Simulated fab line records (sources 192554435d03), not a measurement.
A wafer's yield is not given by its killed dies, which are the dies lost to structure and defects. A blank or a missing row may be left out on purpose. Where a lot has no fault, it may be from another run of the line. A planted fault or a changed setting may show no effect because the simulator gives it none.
fab line records	flow n5Finfet
record lots=7	wafers=21	lastDay=18
route steps=1938 shown BEOL_M11@1568 BEOL_M15@1830
lots that met no fault: taken from a fault-free run of the same line
startH: start of the lot's first displayed wafer, in hours after the record's first day	waitH: time in hours since the lot's previous step	" repeats the value in the row above	L1.1+2: a single row standing in for several wafers	- no value, or no start was given	* or withheld: withheld	< > ~ a bound
route shown NAME@n: NAME is a module with steps in the file, n the number in the route of the first one	usual: mean/standard deviation of fault-free wafers	same: alike in all rows	chamber/n: place in a boat	sites: each site's reading	_std_site: the standard deviation of these	_edge_site: the outer-site mean with the inner-site mean subtracted	radiusMm: for every site, how far away it sits from the centre of the wafer	mask NAME#n: copy n	behind: the most recent tool/chamber to have shaped the wafer	hold: cause of the lot's hold/its duration in hours/its outcome	device: which transistor (n, p or np) failed to switch	end of line: the same wafers' tests at the end of the route	a step with no rows: only its recipe	killed: dies that structure and defects cost at the first sort, which is not the same as the wafer's yield	map: per-die view of a wafer (x killed, . not killed, _ where there is no die)
set.NAME: the run value of the setting; set.NAME@STEP: its run value at that earlier step	model.NAME: the simulator's own value behind a step, which no gauge read
the route's steps for a sample of lots (tables are steps, rows are wafers)
services: when a tool's chamber went out of use (startH, in hours from the record's first day, below 0 if earlier), for how many hours, and the reason
## steps
# step N5_BEOL_M11_CD_MEAS_28
# recipe targetCdNm=70	landingEnergyEv=500	detector=seInlens	polarity=opening
# usual cdNm=69.7/0.8
# same landingEnergyEv=500
lot.wafer	tool	chamber	startH	waitH	cdNm
L273.2	cdSem-01	0	245.83	-	71.0
L273.3	"	0	"	"	69.9
L273.6	"	0	"	"	70.8
L278.3	cdSem-02	0	261.49	-	70.3
L278.4	"	0	"	"	70.4
L278.6	"	0	"	"	71.6
L282.3	cdSem-01	0	288.52	-	69.6
L282.5	"	0	"	"	68.8
L282.6	"	0	"	"	69.5
L286.1	cdSem-01	0	313.67	-	69.1
L286.2	"	0	"	"	70.7
L286.3	"	0	"	"	68.7
L288.1	cdSem-01	0	327.52	-	68.6
L288.2	"	0	"	"	67.8
L288.3	"	0	"	"	68.3
L292.1	cdSem-03	0	373.20	-	69.5
L292.5	"	0	"	"	70.7
L292.6	"	0	"	"	69.8
L293.2	cdSem-02	0	374.93	-	68.4
L293.3	"	0	"	"	69.6
L293.6	"	0	"	"	70.4
# step N5_BEOL_M11_ETCH_66
# recipe chemistry=N2/H2	target=SOC	targetDepthA=1200	overetchA=240	maskMaterial=SiARC	tempC=40	timeS=180	ionEnergyEv=200	pressureMtorr=30	sourceW=840	biasW=150	n2FlowSccm=200	h2FlowSccm=200
# usual drypumpMotorCurrentA=5.9/0.52	oesProductAu=0.63/0.071	rfVppV=523.2/2.4	showerheadPlenumPTorr=2.52/0.087	tempC=39.99/0.11	throttleValvePct=17.83/0.3
lot.wafer	tool	chamber	startH	waitH	drypumpMotorCurrentA	oesProductAu	rfHoursCounterH	rfVppV	showerheadPlenumPTorr	tempC	throttleValvePct
L273.2	rieDiel-03	2	246.00	0.0	5.8	0.58	163	522.2	2.54	40.07	17.74
L273.3	"	1	"	"	6.1	0.58	192	526.7	2.63	40.07	18.28
L273.6	"	0	"	"	4.9	0.62	-	523.5	2.53	39.82	17.58
L278.3	rieDiel-01	3	261.67	0.0	5.4	0.73	22	523.4	2.47	39.96	17.21
L278.4	"	1	"	"	5.7	0.69	62	528.3	2.69	39.89	17.36
L278.6	"	3	"	"	5.4	0.73	-	521.0	2.47	39.98	17.21
L282.3	rieDiel-02	3	288.69	0.0	6.2	0.55	247	519.7	2.41	40.26	18.12
L282.5	"	0	"	"	5.6	0.70	-	521.6	2.47	39.99	17.59
L282.6	"	3	"	"	6.2	0.54	-	519.3	2.41	40.36	18.12
L286.1	rieDiel-02	0	313.97	0.0	5.6	0.69	51	521.8	2.47	40.06	17.59
L286.2	"	1	"	"	5.2	0.55	253	519.2	2.40	39.99	18.21
L286.3	"	2	"	"	6.4	0.71	39	522.3	2.48	40.09	17.78
L288.1	rieDiel-03	3	327.69	0.0	6.6	0.67	68	525.4	2.58	40.10	17.59
L288.2	"	0	"	"	4.9	0.60	183	524.7	2.52	39.83	17.62
L288.3	"	1	"	"	6.1	0.56	216	525.9	2.62	40.02	18.34
L292.1	rieDiel-03	0	373.37	0.0	4.9	0.60	196	523.7	2.52	40.18	17.65
L292.5	"	1	"	"	6.0	0.56	-	526.3	2.61	39.98	18.35
L292.6	"	0	"	"	4.9	0.59	-	523.7	2.52	40.14	17.64
L293.2	rieDiel-03	2	375.12	0.0	5.8	0.57	204	523.3	2.53	40.00	17.82
L293.3	"	3	"	"	6.6	0.65	82	524.8	2.57	39.94	17.59
L293.6	"	1	"	"	6.1	0.56	-	525.7	2.61	39.84	18.35
# step N5_BEOL_M11_TRENCH_ETCH_37
# recipe chemistry=C4F6/O2	targetDepthA=1488.3	target=SiCOH_lowk	timeS=48	ionEnergyEv=250	pressureMtorr=30	sourceW=345	biasW=185	Ar_flow_sccm=300	C4F6_flow_sccm=10	O2_flow_sccm=10
# usual drypumpMotorCurrentA=5.9/0.52	mfcArSccm=300.0/0.92	oes_f_703_au=0.78/0.088	oesProductAu=0.78/0.096	rfVppV=659/11	showerheadPlenumPTorr=2.83/0.088	throttleValvePct=20.98/0.29
lot.wafer	tool	chamber	startH	waitH	drypumpMotorCurrentA	mfcArSccm	oes_f_703_au	oesProductAu	rfHoursCounterH	rfVppV	showerheadPlenumPTorr	throttleValvePct
L273.2	rieDiel-03	2	246.23	-	5.8	301.5	0.73	0.72	163	655	2.85	20.82
L273.3	"	1	"	"	6.0	299.3	0.73	0.71	192	652	2.93	21.36
L273.6	"	0	"	"	4.9	298.9	0.76	0.76	-	664	2.85	20.69
L278.3	rieDiel-01	3	261.89	-	5.4	300.6	0.92	0.91	22	680	2.80	20.55
L278.4	"	1	"	"	5.8	299.1	0.89	0.86	62	648	2.99	20.33
L278.6	"	3	"	"	5.3	300.5	0.92	0.91	-	679	2.80	20.56
L282.3	rieDiel-02	3	288.91	-	6.2	298.3	0.68	0.66	247	673	2.71	21.16
L282.5	"	0	"	"	5.6	299.3	0.87	0.88	-	652	2.79	20.82
L282.6	"	3	"	"	6.2	299.0	0.67	0.66	-	672	2.71	21.18
L286.1	rieDiel-02	0	314.20	-	5.6	300.7	0.85	0.86	51	652	2.79	20.84
L286.2	"	1	"	"	5.2	300.8	0.68	0.68	253	646	2.72	21.49
L286.3	"	2	"	"	6.4	301.5	0.86	0.88	39	659	2.78	20.98
L288.1	rieDiel-03	3	327.92	-	6.6	300.9	0.85	0.83	68	655	2.90	20.81
L288.2	"	0	"	"	4.9	298.4	0.75	0.74	183	663	2.84	20.74
L288.3	"	1	"	"	6.0	300.2	0.71	0.68	217	651	2.92	21.39
L292.1	rieDiel-03	0	373.60	-	4.9	299.3	0.75	0.70	196	663	2.83	20.74
L292.5	"	1	"	"	6.0	299.6	0.71	0.64	-	651	2.91	21.41
L292.6	"	0	"	"	4.9	300.0	0.74	0.70	-	664	2.83	20.73
L293.2	rieDiel-03	2	375.35	-	5.8	298.4	0.70	0.67	204	654	2.83	20.88
L293.3	"	3	"	"	6.7	300.6	0.85	0.79	82	654	2.89	20.84
L293.6	"	1	"	"	6.0	297.7	0.71	0.66	-	650	2.91	21.41
# step N5_BEOL_M11_OCD_MEAS_38
# usual trenchDepthNm=148.5/2.9
lot.wafer	tool	chamber	startH	waitH	trenchDepthNm
L273.2	ocd-01	-	246.41	-	146.9
L273.3	"	-	"	"	144.8
L273.6	"	-	"	"	147.9
L278.3	ocd-01	-	262.08	-	151.6
L278.4	"	-	"	"	151.4
L278.6	"	-	"	"	151.7
L282.3	ocd-02	-	289.10	-	144.2
L282.5	"	-	"	"	152.4
L282.6	"	-	"	"	144.6
L286.1	ocd-01	-	314.38	-	150.2
L286.2	"	-	"	"	148.1
L286.3	"	-	"	"	149.8
L288.1	ocd-02	-	328.10	-	149.8
L288.2	"	-	"	"	147.6
L288.3	"	-	"	"	142.9
L292.1	ocd-01	-	373.78	-	135.6
L292.5	"	-	"	"	131.9
L292.6	"	-	"	"	136.5
L293.2	ocd-02	-	375.53	-	137.1
L293.3	"	-	"	"	143.5
L293.6	"	-	"	"	135.3
# step N5_BEOL_M11_SPUTTER_48
# recipe material=Cu	targetThkA=120	tempC=-20	biasV=60	powerW=26000	chamberPressurePa=0.13	timeS=2
# usual throttleValvePct=30.3/1.1
lot.wafer	tool	chamber	startH	waitH	throttleValvePct
L273.2	pvdSputter-02	-	248.08	0.1	28.6
L273.3	"	-	"	"	28.9
L273.6	"	-	"	"	29.3
L278.3	pvdSputter-02	-	265.03	0.1	29.5
L278.4	"	-	"	"	28.7
L278.6	"	-	"	"	28.6
L282.3	pvdSputter-03	-	290.79	0.1	30.5
L282.5	"	-	"	"	31.0
L282.6	"	-	"	"	30.5
L286.1	pvdSputter-03	-	317.12	1.0	33.0
L286.2	"	-	"	"	29.6
L286.3	"	-	"	"	31.3
L288.1	pvdSputter-01	-	331.86	0.1	31.2
L288.2	"	-	"	"	30.2
L288.3	"	-	"	"	31.4
L292.1	pvdSputter-03	-	375.37	0.1	31.2
L292.5	"	-	"	"	32.5
L292.6	"	-	"	"	31.0
L293.2	pvdSputter-01	-	380.29	0.1	31.3
L293.3	"	-	"	"	31.2
L293.6	"	-	"	"	31.2
# step N5_BEOL_M11_THK_MEAS_53
# recipe thkMeasGauge=xrf	reads=Cu_of_BEOL_M11_ECD_50
# usual M11_THK=139/3.3
lot.wafer	tool	chamber	startH	waitH	M11_THK[nm]
L273.2	filmMetro-02	-	249.46	-	136
L273.3	"	-	"	"	133
L273.6	"	-	"	"	137
L278.3	filmMetro-02	-	265.85	-	145
L278.4	"	-	"	"	143
L278.6	"	-	"	"	145
L282.3	filmMetro-02	-	292.03	-	137
L282.5	"	-	"	"	144
L282.6	"	-	"	"	138
L286.1	filmMetro-02	-	317.97	-	141
L286.2	"	-	"	"	138
L286.3	"	-	"	"	140
L288.1	filmMetro-01	-	333.06	-	142
L288.2	"	-	"	"	139
L288.3	"	-	"	"	135
L292.1	filmMetro-02	-	376.29	-	125
L292.5	"	-	"	"	122
L292.6	"	-	"	"	125
L293.2	filmMetro-01	-	381.16	-	129
L293.3	"	-	"	"	133
L293.6	"	-	"	"	126
# step N5_BEOL_M11_RS_MEAS_57
# recipe thkMeasGauge=four-point-probe	reads=Cu_of_BEOL_M11_ECD_50+Co_of_BEOL_M11_CVD_75+TaN_of_BEOL_M11_ALD_74
# usual M11_RS=0.152/0.0039
lot.wafer	tool	chamber	startH	waitH	M11_RS[ohm/sq]
L273.2	filmMetro-02	-	249.61	0.1	0.155
L273.3	"	-	"	"	0.158
L273.6	"	-	"	"	0.156
L278.3	filmMetro-02	-	265.97	0.0	0.147
L278.4	"	-	"	"	0.149
L278.6	"	-	"	"	0.148
L282.3	filmMetro-01	-	292.16	0.0	0.156
L282.5	"	-	"	"	0.147
L282.6	"	-	"	"	0.154
L286.1	filmMetro-01	-	318.09	0.0	0.150
L286.2	"	-	"	"	0.154
L286.3	"	-	"	"	0.152
L288.1	filmMetro-02	-	333.19	0.0	0.149
L288.2	"	-	"	"	0.153
L288.3	"	-	"	"	0.157
L292.1	filmMetro-01	-	376.42	0.0	0.172
L292.5	"	-	"	"	0.174
L292.6	"	-	"	"	0.170
L293.2	filmMetro-01	-	381.28	0.0	0.165
L293.3	"	-	"	"	0.159
L293.6	"	-	"	"	0.169
# step N5_BEOL_M15_RC_MEAS_101
# usual COMB_M10=1.5e-11/3e-12	COMB_M11=1.43e-11/2.7e-12	COMB_M12=6.2e-12/1.2e-12	COMB_M12_max_site=9.1e-12/2.2e-12	COMB_M13=4.7e-12/1.1e-12	COMB_M14=3.5e-12/7.4e-13	COMB_M14_max_site=5.1e-12/1.2e-12	COMB_M15=2.5e-12/5.7e-13	COMB_M5=3.7e-11/8.1e-12	COMB_M6=2.5e-11/5.6e-12	COMB_M7=2.5e-11/5.2e-12	COMB_M8=2.5e-11/5.4e-12	COMB_M9=1.46e-11/3e-12	SERP_M10=3.05/0.1	SERP_M11=3.09/0.1	SERP_M11_max_site=3.17/0.1	SERP_M12=0.646/0.018	SERP_M13=0.310/0.0063	SERP_M14=0.159/0.0047	SERP_M5=38.9/1.8	SERP_M6=13.9/0.53	SERP_M7=14.0/0.48	SERP_M8=13.6/0.5	SERP_M9=3.07/0.098
lot.wafer	tool	chamber	startH	waitH	COMB_M10[S/m]	COMB_M11[S/m]	COMB_M12[S/m]	COMB_M12_max_site[S/m]	COMB_M13[S/m]	COMB_M14[S/m]	COMB_M14_max_site[S/m]	COMB_M15[S/m]	COMB_M5[S/m]	COMB_M6[S/m]	COMB_M7[S/m]	COMB_M8[S/m]	COMB_M9[S/m]	SERP_M10[ohm/um]	SERP_M11[ohm/um]	SERP_M11_max_site[ohm/um]	SERP_M12[ohm/um]	SERP_M13[ohm/um]	SERP_M14[ohm/um]	SERP_M5[ohm/um]	SERP_M6[ohm/um]	SERP_M7[ohm/um]	SERP_M8[ohm/um]	SERP_M9[ohm/um]
L273.2	prober-01	0	280.57	0.2	1.4e-11	1.27e-11	5.1e-12	8.3e-12	3.5e-12	2.4e-12	5.6e-12	2e-12	3e-11	2.9e-11	2e-11	1.9e-11	2.03e-11	3.18	3.13	3.25	0.644	0.315	0.159	38.4	14.2	14.2	13.5	3.05
L273.3	"	0	"	"	1.3e-11	1.29e-11	6.6e-12	1.1e-11	4.5e-12	2.3e-12	3.7e-12	1.9e-12	3.7e-11	2.8e-11	2.9e-11	2.8e-11	2.04e-11	2.97	3.28	3.36	0.622	0.311	0.166	36.7	14.2	12.8	13.9	3.21
L273.6	"	0	"	"	2.1e-11	1.24e-11	7.8e-12	1.01e-11	4e-12	3.7e-12	5.6e-12	2.3e-12	3e-11	4.3e-11	2e-11	1.8e-11	1.71e-11	2.99	3.28	3.36	0.643	0.320	0.154	37.9	14.0	14.0	13.6	2.95
L278.3	prober-01	0	306.51	0.8	1.5e-11	1.79e-11	4.8e-12	7.4e-12	3.3e-12	2.6e-12	4.1e-12	1.8e-12	3.7e-11	3.1e-11	3.8e-11	4.8e-11	1.22e-11	3.03	2.93	3.02	0.630	0.329	0.154	43.3	14.7	13.8	13.3	3.02
L278.4	"	0	"	"	1.8e-11	1.38e-11	4.1e-12	7.1e-12	3.6e-12	3.4e-12	6.5e-12	1.9e-12	4.7e-11	2.9e-11	1.7e-11	2.2e-11	1.21e-11	3.25	3.06	3.09	0.620	0.314	0.163	41.2	13.7	13.9	13.5	2.98
L278.6	"	0	"	"	2.2e-11	1.65e-11	5.1e-12	6.5e-12	3.3e-12	3.4e-12	4.6e-12	1.5e-12	5.7e-11	3.1e-11	2e-11	3.1e-11	1.34e-11	2.92	3.03	3.10	0.633	0.324	0.162	40.0	13.7	13.1	13.1	3.10
L282.3	prober-01	0	320.40	0.3	1.5e-11	1.44e-11	4.9e-12	6.6e-12	5.1e-12	3.1e-12	4.7e-12	2.4e-12	3.2e-11	2.5e-11	2e-11	2.7e-11	1.21e-11	2.96	3.14	3.22	0.668	0.308	0.157	39.7	13.7	13.1	13.3	2.88
L282.5	"	0	"	"	1.2e-11	1.41e-11	6.1e-12	8.4e-12	3.9e-12	3.7e-12	7e-12	2.4e-12	2.4e-11	1.6e-11	1.9e-11	3.4e-11	1.35e-11	3.17	2.97	3.06	0.654	0.314	0.159	40.9	13.8	13.7	13.7	2.89
L282.6	"	0	"	"	2.1e-11	1.3e-11	8.5e-12	1.2e-11	3.8e-12	3.9e-12	5.6e-12	1.7e-12	2.2e-11	1.7e-11	1.7e-11	2.9e-11	1.57e-11	2.95	3.10	3.22	0.668	0.306	0.157	39.9	13.3	13.7	14.1	3.10
L286.1	prober-02	0	343.00	0.0	1.4e-11	1.51e-11	8.3e-12	1.2e-11	5e-12	3.7e-12	4.9e-12	1.8e-12	4.1e-11	2.2e-11	3e-11	2.7e-11	1.74e-11	3.17	3.09	3.14	0.648	0.310	0.164	40.1	14.1	14.1	13.3	3.06
L286.2	"	0	"	"	1.5e-11	1.72e-11	8e-12	9.4e-12	4.8e-12	4.4e-12	5.5e-12	2.4e-12	3.3e-11	2.7e-11	3.2e-11	2.2e-11	1.41e-11	3.13	3.13	3.18	0.631	0.304	0.158	39.8	13.4	13.5	13.6	3.02
L286.3	"	0	"	"	1.8e-11	1.21e-11	8.3e-12	1.52e-11	5.6e-12	4.2e-12	5.2e-12	2.7e-12	2.8e-11	2.1e-11	3e-11	1.7e-11	1.08e-11	2.97	3.16	3.28	0.669	0.316	0.156	38.4	13.3	14.1	13.1	3.07
L288.1	prober-02	0	355.16	0.0	1.4e-11	1.49e-11	6.6e-12	8.6e-12	6e-12	3e-12	3.9e-12	3.3e-12	3.4e-11	2.3e-11	3.1e-11	2.2e-11	1.89e-11	2.90	3.09	3.20	0.635	0.312	0.164	40.3	14.7	14.4	12.3	3.16
L288.2	"	0	"	"	2e-11	1.68e-11	6.6e-12	8.1e-12	4e-12	3.6e-12	5.7e-12	3.6e-12	2.9e-11	2.5e-11	2.8e-11	2.4e-11	1.6e-11	3.11	3.09	3.18	0.639	0.296	0.156	40.2	14.5	13.9	13.5	3.17
L288.3	"	0	"	"	1.4e-11	2.05e-11	6.1e-12	8.6e-12	5.1e-12	3.8e-12	4.4e-12	3e-12	3.6e-11	2e-11	1.9e-11	2.4e-11	1.89e-11	2.90	3.25	3.31	0.661	0.303	0.155	38.9	14.7	13.9	13.5	3.08
L293.2	prober-02	0	400.38	0.2	1.7e-11	1.71e-11	6.3e-12	7.9e-12	4e-12	4.1e-12	5e-12	2.5e-12	4.2e-11	2.2e-11	1.9e-11	2.2e-11	1.42e-11	3.16	3.31	3.39	0.633	0.314	0.157	36.9	13.6	13.8	12.9	3.01
L293.3	"	0	"	"	1.4e-11	1.49e-11	6.2e-12	1.05e-11	5.3e-12	3.2e-12	4.1e-12	2.2e-12	4.4e-11	2.6e-11	2.1e-11	2.1e-11	1.2e-11	2.97	3.29	3.37	0.643	0.309	0.159	38.4	13.7	13.4	14.3	2.98
L293.6	"	0	"	"	1.3e-11	1.59e-11	8e-12	2.04e-11	3.6e-12	3.4e-12	5.2e-12	2.7e-12	3.9e-11	2.2e-11	2.1e-11	2.2e-11	1.1e-11	3.03	3.42	3.50	0.624	0.317	0.166	37.0	13.4	13.6	12.8	2.94
L292.1	prober-01	0	408.37	0.0	1.5e-11	1.37e-11	7.2e-12	8.4e-12	5e-12	3.9e-12	7.6e-12	2.8e-12	3.2e-11	2.5e-11	2e-11	2.3e-11	1.49e-11	3.12	3.48	3.57	0.665	0.301	0.160	39.4	14.7	13.7	12.7	3.20
L292.5	"	0	"	"	1.3e-11	1.55e-11	5.7e-12	1.01e-11	3.5e-12	4.5e-12	5.3e-12	2.6e-12	3.8e-11	3.5e-11	3.4e-11	2.2e-11	2.04e-11	3.10	3.60	3.64	0.666	0.309	0.167	40.8	13.6	14.2	12.8	3.33
L292.6	"	0	"	"	1.5e-11	1.76e-11	6.9e-12	9.5e-12	4.7e-12	3.3e-12	6e-12	1.9e-12	2.9e-11	2.9e-11	3.2e-11	2.5e-11	1.7e-11	3.02	3.49	3.61	0.639	0.306	0.158	39.8	13.7	14.4	12.9	3.04
# sites SERP_M11 radiusMm=0,75,75,75,75,140,140,140,140
L273.2 3.11 3.10 3.15 3.10 3.13 3.25 3.21 3.12 3.25
L278.3 3.00 3.01 3.02 2.93 3.00 2.87 2.87 2.84 2.93
L282.3 3.07 3.11 3.19 3.14 3.10 3.12 3.22 3.19 3.17
L286.1 3.04 3.10 3.06 3.04 3.14 3.09 3.10 3.02 3.11
L288.1 3.20 3.09 3.12 3.14 3.17 2.81 2.92 2.88 2.95
L293.2 3.34 3.31 3.39 3.35 3.35 3.26 3.28 3.29 3.29
L292.1 3.50 3.53 3.48 3.57 3.50 3.28 3.34 3.36 3.26
## services
tool	chamber	startH	hours	kind
rieDiel-02	-	226.79	14.6	pm
rieDiel-01	-	271.77	2.8	pm
rieDiel-02	0	275.91	6.9	repair
rieDiel-01	2	285.53	14.8	repair
pvdSputter-03	-	294.50	0.8	repair
rieDiel-02	3	302.17	-	clean
rieDiel-02	3	302.17	-	consumableReplace:focusRing
rieDiel-02	3	302.17	-	consumableReplace:showerhead
rieDiel-02	3	302.17	17.7	scheduledDown
rieDiel-02	3	302.17	17.7	ventCycle
rieDiel-02	1	320.25	-	clean
rieDiel-02	1	320.25	-	consumableReplace:esc
rieDiel-02	1	320.25	-	consumableReplace:focusRing
rieDiel-02	1	320.25	-	consumableReplace:showerhead
rieDiel-02	1	320.25	34.3	scheduledDown
rieDiel-02	1	320.25	34.3	ventCycle
pvdSputter-03	-	376.74	2.5	repair
## key
firstSign step=N5_BEOL_M11_OCD_MEAS_38	reading=trenchDepthNm	direction=down	sigmas=4.1	usual=148.5	struck=136.7
effect step=N5_BEOL_M11_THK_MEAS_53	reading=M11_THK	direction=down	sigmas=3.8	usual=139	struck=127
effect step=N5_BEOL_M11_RS_MEAS_57	reading=M11_RS	direction=up	sigmas=4.2	usual=0.152	struck=0.168
effect step=N5_BEOL_M15_RC_MEAS_101	reading=SERP_M11	direction=up	sigmas=3.3	usual=3.09	struck=3.43
metAt N5_BEOL_M11_TRENCH_ETCH_37
struckLots L292,L293
notActingAt N5_BEOL_M11_CD_MEAS_28,N5_BEOL_M11_ETCH_66,N5_BEOL_M11_SPUTTER_48
onsetBetween 327.92 373.60
alsoFits time
fault kind=processParameterDrift	tool=rieDiel-03	chamber=-	onsetH=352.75	steps=N5_BEOL_M11_TRENCH_ETCH_37	channel=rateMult	offset=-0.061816	shape=step	endH=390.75
